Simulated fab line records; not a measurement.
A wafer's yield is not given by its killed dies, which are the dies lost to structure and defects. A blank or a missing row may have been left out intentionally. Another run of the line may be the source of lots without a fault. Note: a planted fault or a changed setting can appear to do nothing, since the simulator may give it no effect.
fab line records || flow nand_harc
record: {"lots": 5, "wafers": 15, "last_day": 24}
route steps=1159 shown A_SGD_CUT@768 A_SLIT@779 END@1159
lots that met no fault: from a run of the same line without faults
start_h: start of the lot's first displayed wafer, in hours after the record's first day || wait_h: time in hours since the lot's previous step || " the same as in the row above || L1.1+2: a row that stands for several wafers || - either no value or no given start || * or withheld: withheld || < > ~ a bound
route shown NAME@n: a module of which the file shows steps, and the number in the route of the first || usual: mean and standard deviation over wafers with no fault || same: alike in all rows || chamber/n: place in a boat || sites: per-site readings || _std_site: how widely they spread, as a standard deviation || _edge_site: outer sites' mean less inner sites' || radius_mm: for every site, how far away it sits from the centre of the wafer || mask NAME#n: copy n || behind: the tool/chamber that last shaped the wafer || hold: the reason the lot was held/the length of the hold in hours/how it ended || device: transistor that didn't switch, given as n, p or np || end of line: at the end of the route, the tests of the same wafers || a step given without rows: its recipe and nothing more || killed: count of dies lost to structure and defects at first sort (not the wafer's yield) || map: shows each die of a wafer: x if killed, . if not, _ if none is there
set.NAME: setting as actually run; set.NAME@STEP: the setting as run at that earlier step || model.NAME: the simulator's own value behind a step, which no gauge read
a table for each step, a row for each wafer; lots at some steps of the route
services: the hour from which a tool's chamber was out of use, counted from the record's first day as start_h (under 0 if before that day), plus the number of hours and why
== steps ==
step: NHARC_A_SGD_CUT_PRECLEAN_18
recipe: {"time_s": "*", "temp_c": 50, "bath_age_min": 0, "chemistry": "SC1"}
step: NHARC_A_SGD_CUT_SRD_19
step: NHARC_A_SGD_CUT_DEP_20
recipe: {"target_thk_a": 1500, "temp_c": 65, "material": "SiO2"}
step: NHARC_A_SGD_CUT_ANNEAL_27
recipe: {"temp_c": 450, "time_s": 1800}
step: NHARC_A_SGD_CUT_CMP_21
recipe: {"target_thk_nm": 148.19}
step: NHARC_A_SGD_CUT_SRD_23
step: NHARC_A_SGD_CUT_ETCH_26
recipe: {"target_depth_a": 458, "chemistry": "dHF", "material": "SiO2"}
step: NHARC_A_SGD_CUT_ETCHBACK_24
recipe: {"target_depth_a": 500, "over_etch_frac": 0.3, "time_s": 92.857, "ion_energy_ev": 120, "ch3f_flow_sccm": 50, "o2_flow_sccm": 30, "ar_flow_sccm": 200, "rf_w": 500, "bias_w": 100, "chemistry": "CH3F/O2"}
step: NHARC_A_SGD_CUT_STRIP_28
recipe: {"time_s": 20, "o2_flow_sccm": 500, "ar_flow_sccm": 0, "bias_w": 0, "chemistry": "O2"}
step: NHARC_A_SLIT_DEP_25
recipe: {"target_thk_a": 2000, "temp_c": 400, "pressure_torr": 6.5, "rf_w": 900, "teos_flow_sccm": 161.4, "flow_sccm": 2650, "target_thk_nm": 200, "gas": "O2", "material": "SiO2"}
step: NHARC_A_SLIT_DEP_00
recipe: {"target_thk_a": 32000, "temp_c": 400, "material": "aC"}
usual: {"throttle_valve_pct": "35.000/0.0085"}
{"lot.wafer": "L806.2", "tool": "acl_dep-02", "chamber": 0, "start_h": 335.57, "wait_h": "-", "throttle_valve_pct": 34.984}
{"lot.wafer": "L806.3", "tool": "acl_dep-02", "chamber": 0, "start_h": 335.57, "wait_h": "-", "throttle_valve_pct": 35.006}
{"lot.wafer": "L806.5", "tool": "acl_dep-02", "chamber": 0, "start_h": 335.57, "wait_h": "-", "throttle_valve_pct": 35.001}
{"lot.wafer": "L807.3", "tool": "acl_dep-02", "chamber": 0, "start_h": 339.68, "wait_h": "-", "throttle_valve_pct": 34.985}
{"lot.wafer": "L807.4", "tool": "acl_dep-02", "chamber": 0, "start_h": 339.68, "wait_h": "-", "throttle_valve_pct": 34.998}
{"lot.wafer": "L807.5", "tool": "acl_dep-02", "chamber": 0, "start_h": 339.68, "wait_h": "-", "throttle_valve_pct": 34.999}
{"lot.wafer": "L808.1", "tool": "acl_dep-02", "chamber": 0, "start_h": 366.18, "wait_h": "-", "throttle_valve_pct": 34.990}
{"lot.wafer": "L808.5", "tool": "acl_dep-02", "chamber": 0, "start_h": 367.49, "wait_h": "-", "throttle_valve_pct": 35.007}
{"lot.wafer": "L808.6", "tool": "acl_dep-02", "chamber": 0, "start_h": 367.49, "wait_h": "-", "throttle_valve_pct": 34.998}
{"lot.wafer": "L815.2", "tool": "acl_dep-01", "chamber": 0, "start_h": 409.44, "wait_h": "-", "throttle_valve_pct": 35.004}
{"lot.wafer": "L815.3", "tool": "acl_dep-01", "chamber": 0, "start_h": 409.44, "wait_h": "-", "throttle_valve_pct": 35.006}
{"lot.wafer": "L815.5", "tool": "acl_dep-01", "chamber": 0, "start_h": 409.44, "wait_h": "-", "throttle_valve_pct": 35.000}
{"lot.wafer": "L820.3", "tool": "acl_dep-02", "chamber": 0, "start_h": 427.32, "wait_h": "-", "throttle_valve_pct": 35.001}
{"lot.wafer": "L820.4", "tool": "acl_dep-02", "chamber": 0, "start_h": 427.32, "wait_h": "-", "throttle_valve_pct": 34.997}
{"lot.wafer": "L820.6", "tool": "acl_dep-02", "chamber": 0, "start_h": 427.32, "wait_h": "-", "throttle_valve_pct": 34.997}
step: NHARC_A_SLIT_DEP_23
recipe: {"target_thk_a": 1000, "target_thk_nm": 100, "temp_c": 400, "pressure_torr": 3.5, "flow_sccm": 200, "rf_w": 350, "material": "SiON"}
step: NHARC_A_SLIT_DEHYDRATE_01
recipe: {"temp_c": 150, "time_s": 120}
step: NHARC_A_SLIT_HMDS_02
recipe: {"time_s": 30}
step: NHARC_A_SLIT_COAT_03
recipe: {"spin_rpm": 1500, "resist_thk_nm": 90}
step: NHARC_A_SLIT_SOFTBAKE_04
recipe: {"temp_c": 105, "time_s": 55}
step: NHARC_A_SLIT_EBR_05
step: NHARC_A_SLIT_EXPOSE_06
recipe: {"na": 1.35, "dose_mj": 60.82, "mask_id": "SLIT"}
step: NHARC_A_SLIT_PEB_07
recipe: {"peb_temp_c": 100, "peb_time_s": 65}
step: NHARC_A_SLIT_DEVELOP_08
recipe: {"develop_time_s": 35, "dev_temp_c": 23}
step: NHARC_A_SLIT_DESCUM_14
recipe: {"time_s": 3, "o2_flow_sccm": 200, "ar_flow_sccm": 0, "bias_power_w": 0, "chemistry": "O2"}
step: NHARC_A_SLIT_ETCH_24
recipe: {"target_depth_a": 1210, "time_s": 60.5, "cf4_flow_sccm": 100, "chf3_flow_sccm": 30, "ar_flow_sccm": 0, "rf_w": 500, "bias_w": 200, "chemistry": "CF4/CHF3"}
step: NHARC_A_SLIT_ETCH_15
recipe: {"target_depth_a": 32000, "over_etch_frac": 0.3, "time_s": 832, "ion_energy_ev": 150, "o2_flow_sccm": 400, "cos_flow_sccm": 20, "ar_flow_sccm": 0, "rf_w": 500, "bias_w": 300, "chemistry": "O2/COS"}
step: NHARC_A_SLIT_ETCH_17
recipe: {"bias_v": 900, "source_w": "withheld", "pressure_mtorr": 20, "ar_flow_sccm": 375, "c4f8_flow_sccm": 83.3, "o2_flow_sccm": 41.7, "time_s": 1687.5, "target_depth_a": 1.01e+05, "chemistry": "C4F8/O2/Ar"}
step: NHARC_A_SLIT_ETCH_26
recipe: {"bias_v": 400, "source_w": 2000, "pressure_mtorr": 25, "time_s": 90, "ar_flow_sccm": 375, "c4f8_flow_sccm": 41.7, "o2_flow_sccm": 83.3, "target_depth_a": 4000, "chemistry": "C4F8/O2/Ar"}
step: NHARC_A_SLIT_STRIP_28
recipe: {"o2_flow_sccm": 400, "cos_flow_sccm": 20, "ar_flow_sccm": 0, "bias_w": 0, "chemistry": "O2/COS"}
step: NHARC_A_SLIT_ETCH_29
recipe: {"target_depth_a": 1000, "overetch_a": 100, "time_s": 55, "ion_energy_ev": 100, "cf4_flow_sccm": 80, "o2_flow_sccm": 20, "ar_flow_sccm": 0, "rf_w": 300, "bias_w": 100, "chemistry": "CF4/O2"}
step: NHARC_A_SLIT_STRIP_18
recipe: {"o2_flow_sccm": 500, "ar_flow_sccm": 0, "bias_w": 0, "chemistry": "O2"}
step: NHARC_A_SLIT_PRECLEAN_19
recipe: {"time_s": "*", "temp_c": 50, "bath_age_min": 0, "chemistry": "SC1"}
step: NHARC_A_SLIT_SRD_20
step: NHARC_END_SORT_01
recipe: {"temp_c": 25}
usual: {"killed_at_array": "29/11", "killed_at_other": "0.7/1.1", "killed_at_periphery": "3.1/2", "killed_dies": "33/11", "killed_open": "3.5/1.8", "killed_short": "2.0/1.4"}
same: {"gross_dies": 677}
{"lot.wafer": "L807.3", "tool": "prober-01", "chamber": 0, "start_h": 481.83, "wait_h": 3.1, "killed_at_array": 671, "killed_at_other": 1, "killed_at_periphery": 3, "killed_dies": 675, "killed_open": 5, "killed_short": 3}
{"lot.wafer": "L807.4", "tool": "prober-01", "chamber": 0, "start_h": 482.63, "wait_h": 3.4, "killed_at_array": 664, "killed_at_other": 3, "killed_at_periphery": 6, "killed_dies": 673, "killed_open": 4, "killed_short": 1}
{"lot.wafer": "L807.5", "tool": "prober-01", "chamber": 0, "start_h": 483.43, "wait_h": 3.7, "killed_at_array": 660, "killed_at_other": 5, "killed_at_periphery": 9, "killed_dies": 674, "killed_open": 1, "killed_short": 3}
{"lot.wafer": "L806.2", "tool": "prober-01", "chamber": 0, "start_h": 488.80, "wait_h": 2.8, "killed_at_array": 664, "killed_at_other": 1, "killed_at_periphery": 7, "killed_dies": 672, "killed_open": 4, "killed_short": 3}
{"lot.wafer": "L806.3", "tool": "prober-01", "chamber": 0, "start_h": 489.60, "wait_h": 3.1, "killed_at_array": 657, "killed_at_other": 1, "killed_at_periphery": 10, "killed_dies": 668, "killed_open": 5, "killed_short": 3}
{"lot.wafer": "L806.5", "tool": "prober-01", "chamber": 0, "start_h": 491.20, "wait_h": 3.7, "killed_at_array": 663, "killed_at_other": 2, "killed_at_periphery": 3, "killed_dies": 668, "killed_open": 2, "killed_short": 2}
{"lot.wafer": "L808.1", "tool": "prober-02", "chamber": 0, "start_h": 499.68, "wait_h": 2.6, "killed_at_array": 655, "killed_at_other": 0, "killed_at_periphery": 6, "killed_dies": 661, "killed_open": 2, "killed_short": 3}
{"lot.wafer": "L808.5", "tool": "prober-02", "chamber": 0, "start_h": 502.87, "wait_h": 3.7, "killed_at_array": 668, "killed_at_other": 0, "killed_at_periphery": 4, "killed_dies": 672, "killed_open": 4, "killed_short": 1}
{"lot.wafer": "L808.6", "tool": "prober-02", "chamber": 0, "start_h": 503.67, "wait_h": 4.0, "killed_at_array": 667, "killed_at_other": 0, "killed_at_periphery": 6, "killed_dies": 673, "killed_open": 6, "killed_short": 1}
{"lot.wafer": "L815.2", "tool": "prober-01", "chamber": 0, "start_h": 529.25, "wait_h": 2.8, "killed_at_array": 36, "killed_at_other": 2, "killed_at_periphery": 3, "killed_dies": 41, "killed_open": 3, "killed_short": 1}
{"lot.wafer": "L815.3", "tool": "prober-01", "chamber": 0, "start_h": 530.06, "wait_h": 3.1, "killed_at_array": 24, "killed_at_other": 0, "killed_at_periphery": 2, "killed_dies": 26, "killed_open": 3, "killed_short": 1}
{"lot.wafer": "L815.5", "tool": "prober-01", "chamber": 0, "start_h": 531.67, "wait_h": 3.7, "killed_at_array": 27, "killed_at_other": 3, "killed_at_periphery": 1, "killed_dies": 31, "killed_open": 3, "killed_short": 1}
{"lot.wafer": "L820.3", "tool": "prober-02", "chamber": 0, "start_h": 570.92, "wait_h": 3.1, "killed_at_array": 29, "killed_at_other": 1, "killed_at_periphery": 6, "killed_dies": 36, "killed_open": 2, "killed_short": 2}
{"lot.wafer": "L820.4", "tool": "prober-02", "chamber": 0, "start_h": 571.72, "wait_h": 3.4, "killed_at_array": 36, "killed_at_other": 0, "killed_at_periphery": 3, "killed_dies": 39, "killed_open": 3, "killed_short": 1}
{"lot.wafer": "L820.6", "tool": "prober-02", "chamber": 0, "start_h": 573.33, "wait_h": 4.0, "killed_at_array": 33, "killed_at_other": 0, "killed_at_periphery": 4, "killed_dies": 37, "killed_open": 3, "killed_short": 3}
killed by level:class
L807.3 A_SLIT:area_dep=639 A_CHANNEL_HOLE_D1:chamber_film_flake=12 A_SLIT:chamber_film_flake=8 A_STAIRCASE:chamber_film_flake=3 A_WL_FILL:geometric_particle:short=2 A_CONTACT:geometric_particle:open=2 P_M2:geometric_particle:open=1 A_SOURCE_PLATE:geometric_particle:open=1
L807.4 A_SLIT:area_dep=636 A_CHANNEL_HOLE_D1:chamber_film_flake=13 A_SLIT:chamber_film_flake=11 THIN_TSV:chamber_film_flake=3 A_CONTACT:geometric_particle:open=2 P_BONDPAD:chamber_film_flake=2 P_M0:geometric_particle:open=1 A_CHANNEL_HOLE_D1:geometric_particle:open=1
L807.5 A_SLIT:area_dep=633 A_CHANNEL_HOLE_D1:chamber_film_flake=15 A_SLIT:chamber_film_flake=10 THIN_TSV:chamber_film_flake=5 P_M1:chamber_film_flake=3 P_BONDPAD:chamber_film_flake=3 P_GATE:geometric_particle:open=1 P_GATE:geometric_particle:short=1
L806.2 A_SLIT:area_dep=649 A_CHANNEL_HOLE_D1:chamber_film_flake=9 A_STAIRCASE:chamber_film_flake=4 P_M0:geometric_particle:open=2 P_GATE:chamber_film_flake=2 P_STI:geometric_particle:open=1 P_CONTACT:geometric_particle:open=1 A_WL_FILL:geometric_particle:short=1
L806.3 A_SLIT:area_dep=644 A_CHANNEL_HOLE_D1:chamber_film_flake=6 P_BONDPAD:chamber_film_flake=5 P_GATE:geometric_particle:open=2 A_WL_FILL:geometric_particle:short=2 A_STAIRCASE:chamber_film_flake=2 P_CONTACT:geometric_particle:short=1 P_CONTACT:geometric_particle:open=1
L806.5 A_SLIT:area_dep=655 A_CHANNEL_HOLE_D1:chamber_film_flake=2 A_STAIRCASE:chamber_film_flake=2 A_CONTACT:chamber_film_flake=2 THIN_TSV:chamber_film_flake=2 P_CONTACT:geometric_particle:open=1 P_M0:geometric_particle:short=1 P_M0:geometric_particle:open=1
L808.1 A_SLIT:area_dep=628 A_SLIT:chamber_film_flake=9 A_CONTACT:chamber_film_flake=6 P_M2:chamber_film_flake=3 A_CHANNEL_HOLE_D1:chamber_film_flake=3 A_STAIRCASE:chamber_film_flake=3 P_GATE:chamber_film_flake=2 P_CONTACT:geometric_particle:open=1
L808.5 A_SLIT:area_dep=640 A_SLIT:chamber_film_flake=11 A_STAIRCASE:chamber_film_flake=6 A_CONTACT:chamber_film_flake=4 P_M2:chamber_film_flake=3 P_CONTACT:geometric_particle:open=1 A_ONON_D1:geometric_particle:open=1 A_CHANNEL_FILL_D1:geometric_particle:open=1
L808.6 A_SLIT:area_dep=643 A_SLIT:chamber_film_flake=9 A_CONTACT:geometric_particle:open=3 P_M2:chamber_film_flake=3 A_CHANNEL_HOLE_D1:chamber_film_flake=3 A_STAIRCASE:chamber_film_flake=2 A_CONTACT:chamber_film_flake=2 P_M1:geometric_particle:open=1
L815.2 A_CHANNEL_HOLE_D1:chamber_film_flake=21 A_STAIRCASE:chamber_film_flake=6 A_CONTACT:chamber_film_flake=6 THIN_TSV:chamber_film_flake=2 P_GATE:geometric_particle:open=1 P_M0:geometric_particle:open=1 A_CHANNEL_FILL_D1:geometric_particle:open=1 A_CONTACT:geometric_particle:short=1
L815.3 A_CHANNEL_HOLE_D1:chamber_film_flake=10 A_STAIRCASE:chamber_film_flake=6 A_CONTACT:chamber_film_flake=4 P_CONTACT:geometric_particle:open=1 A_SOURCE_PLATE:geometric_particle:short=1 A_WL_FILL:geometric_particle:open=1 A_M0:geometric_particle:open=1 P_ZERO_WELL:chamber_film_flake=1
L815.5 A_CHANNEL_HOLE_D1:chamber_film_flake=18 A_STAIRCASE:chamber_film_flake=4 THIN_TSV:chamber_film_flake=3 A_CONTACT:chamber_film_flake=2 P_M0:geometric_particle:open=1 A_CHANNEL_FILL_D1:geometric_particle:short=1 A_SGD_CUT:geometric_particle:open=1 A_CONTACT:geometric_particle:open=1
L820.3 A_SLIT:chamber_film_flake=16 A_CHANNEL_HOLE_D1:chamber_film_flake=6 P_STI:chamber_film_flake=2 A_ZERO_WELL:chamber_film_flake=2 A_CONTACT:chamber_film_flake=2 P_GATE:geometric_particle:open=1 P_M1:geometric_particle:short=1 A_SGD_CUT:geometric_particle:short=1
L820.4 A_SLIT:chamber_film_flake=21 A_CHANNEL_HOLE_D1:chamber_film_flake=7 P_M1:chamber_film_flake=2 A_STAIRCASE:chamber_film_flake=2 P_GATE:geometric_particle:open=1 A_ONON_D1:geometric_particle:open=1 A_WL_FILL:geometric_particle:short=1 A_M0:geometric_particle:open=1
L820.6 A_SLIT:chamber_film_flake=15 A_CHANNEL_HOLE_D1:chamber_film_flake=6 A_CONTACT:chamber_film_flake=5 A_WL_FILL:chamber_film_flake=3 P_GATE:geometric_particle:open=1 P_CONTACT:geometric_particle:short=1 P_M0:geometric_particle:short=1 A_ONON_D1:geometric_particle:open=1
map L806.2 (x killed, . not)
____________x____________
_________xxxxxxx_________
_______xxxxxxx.xxx_______
______xxxxxxxxxxxxx______
_____xxxxxxxxxxxxxxx_____
____xxxxxxxxxxxxxxxxx____
____xxxxxxxxxxxxxxxxx____
___xxxxxxxxxxxxxxxxxxx___
___xxxxxxxxxxxxxxxxxxx___
__xxxxxxxxxxxxxxxxxxxxx__
__xxxxxxxxxxxxxxxxxxxxx__
_xxxxxxxxxxxxxxxxxxxxxxx_
_xxxxxxxxxxxxxxxxxxxxxxx_
_xxxxxxxxxxxxxxxxxxxxxxx_
_xxxxxxxxxxxxxxxxxxxxxxx_
_xxxxxxxxxxxxxxxxxxxxxxx_
xxxxxxxxxxxxxxxxxxxxxxxxx
xxxxxxxxxxxxxxxxxxxxxxxxx
xxxxxxxxxxxxxxxxxxxxxxxxx
xxxxxxxxxxxxxxxxxxxxxxx.x
xxxxxxxxxxxxxxxxxxxxxxxx.
_xxxxxxxxxxxxxxxxxxxxxxx_
_xxxxxxxxxxxxxxxxxxxxx.x_
_xxxxxxxxxxxxxxxxxxxxxxx_
_xxxxxxxxxxxxxxxxxxxxxxx_
_xxxxxxxxxxxxxxxxxxxxxxx_
__xxxxxxxxxxxxxxxxxxxxx__
__xxxxxxxxxxxxxxxxxxxxx__
___xxxxxxxxxxxxxxxxxxx___
___xxxxxxxxxxxxxxxxxxx___
____x.xxxxxxxxxxxxxxx____
____xxxxxxxxxxxxxxxxx____
_____xxxxxxxxxxxxxxx_____
______xxxxxxxxxxxxx______
_______xxxxxxxxxxx_______
_________xxxxxxx_________
____________x____________
map L807.3 (x killed, . not)
____________x____________
_________xxxxxxx_________
_______xxxxxxxxxxx_______
______xxxxxxxxxxxxx______
_____xxxxxxxxxxxxxxx_____
____xxxxxxxxxxxxxxxxx____
____xxxxxxxxxxxxxxxxx____
___xxxxxxxxxxxxxxxxxxx___
___xxxxxxxxxxxxxxxxxxx___
__xxxxxxxxxxxxxxxxxxxxx__
__xxxxxxxxxxxxxxxxxxxxx__
_xxxxxxxxxxxxxxxxxxxxxxx_
_xxxxxxxxxxxxxxxxxxxxxxx_
_xxxxxxxxxxxxxxxxxxxxxx._
_xxxxxxxxxxxxxxxxxxxxxxx_
_xxxxxxxxxxxxxxxxxxxxxxx_
xxxxxxxxxxxxxxxxxxxxxxxxx
xxxxxxxxxxxxxxxxxxxxxxxxx
xxxxxxxxxxxxxxxxxxxxxxxxx
xxxxxxxxxxxxxxxxxxxxxxxxx
xxxxxxxxxxxxxxxxxxxxxxxxx
_xxxxxxxxxxxxxxxxxxxxxxx_
_xxxxxxxxxxxxxxxxxxxxxxx_
_xxxxxxxxxxxxxxxxxxxxxxx_
_xxxxxxxxxxxxxxxxxxxxxxx_
_xxxxxxxxxxxxxxxxxxxxxxx_
__xxxxxxxxxxxxxxxxxxxxx__
__xxxxxxxxxxxxxxxxxxxxx__
___xxxxxxxxxxxxxxxxx.x___
___xxxxxxxxxxxxxxxxxxx___
____xxxxxxxxxxxxxxxxx____
____xxxxxxxxxxxxxxxxx____
_____xxxxxxxxxxxxxxx_____
______xxxxxxxxxxxxx______
_______xxxxxxxxxxx_______
_________xxxxxxx_________
____________x____________
== services ==
{"tool": "acl_dep-02", "chamber": "-", "start_h": 348.72, "hours": 13.0, "kind": "pm"}
== key ==
first_sign: {"step": "NHARC_END_SORT_01", "reading": "killed_dies", "direction": "up", "sigmas": 60, "usual": 33, "struck": 671}
effect: {"step": "NHARC_END_SORT_01", "reading": "killed_at_array", "direction": "up", "sigmas": 59, "usual": 29, "struck": 663}
more_kills_born_at: {"NHARC_A_SLIT_DEP_00@acl_dep-02": 5767}
met_at NHARC_A_SLIT_DEP_00
struck_wafers L806.2,L806.3,L806.5,L807.3,L807.4,L807.5,L808.1,L808.5,L808.6
later_rows_left_out L806.2,L806.3,L806.5,L807.3,L807.4,L807.5,L808.1,L808.5,L808.6
tester_left_out L806,L807,L808
fault: {"kind": "process_parameter_drift", "tool": "acl_dep-02", "chamber": 0, "onset_h": 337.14, "steps": "NHARC_A_SLIT_DEP_00", "channel": "target_thk_a", "offset": "*", "shape": "step", "end_h": 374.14, "acts_in": "*", "stated": "*"}
tester_left_out: of these lots the tester's yield and bins aren't shown, on N5 and GAA mostly nor the transistor test; their killed dies are dies lost to structure and defects alone, not to doping, threshold or leakage, so they don't give the yield
later_rows_left_out: the simulator's readings of these wafers behind a module that went badly wrong aren't trusted and aren't shown, but for the sort
